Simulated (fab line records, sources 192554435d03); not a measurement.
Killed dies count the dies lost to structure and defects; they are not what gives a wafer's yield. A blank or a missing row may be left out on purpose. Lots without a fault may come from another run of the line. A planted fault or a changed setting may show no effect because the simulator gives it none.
What tool caused it? + flow n5-finfet + 11 lots, 33 wafers sampled, at 1 step of a route of 1938

WHAT THE GAUGES READ, wafer by wafer
N5_BEOL_M4_INSPECT_13: inspects for defects (brightfield).
| lot  | measured     | on                | raw-defect-count |
|------|--------------|-------------------|------------------|
| L075 | day 7 14:57  | defect-inspect-01 | 451 432 297      |
| L078 | day 8 16:32  | defect-inspect-02 | 415 406 271      |
| L079 | day 8 20:29  | defect-inspect-02 | 483 334 440      |
| L083 | day 9 13:01  | defect-inspect-02 | 334 405 452      |
| L084 | day 9 23:41  | defect-inspect-02 | 493 544 437      |
| L088 | day 10 19:13 | defect-inspect-01 | 399 515 528      |
| L087 | day 11 05:16 | defect-inspect-02 | 541 521 331      |
| L092 | day 11 14:34 | defect-inspect-02 | 553 547 467      |
| L093 | day 12 06:29 | defect-inspect-02 | 439 362 443      |
| L094 | day 12 18:22 | defect-inspect-01 | 422 464 448      |
| L097 | day 13 11:55 | defect-inspect-01 | 412 354 380      |

EACH LOT AND THE TOOL THAT RAN IT (in order: tool; ch and the chambers of the sampled wafers; start)
There is no process step in the record ahead of these readings.

THE ANSWER, worked out from the rows above alone
Rule: what is usual is taken from the lots themselves. The widest of any qualifying gaps counts: lots, ordered by their means at a reading, are off when they make up no more than a third of the lots, leave a main group of 4 or more, and stand apart from it by 3 or more times the standard deviation of that group's means. The tables above print the reading to a certain number of digits; a main group whose means all agree to those digits is not used. Also off: a lot with no number at a reading for which 4 or more lots have one. Any other lot the step has rows for is counted as sound.
No lot is off on any of the readings shown, so nothing can be concluded from this.

WHAT THE SIMULATOR HAD PUT IN
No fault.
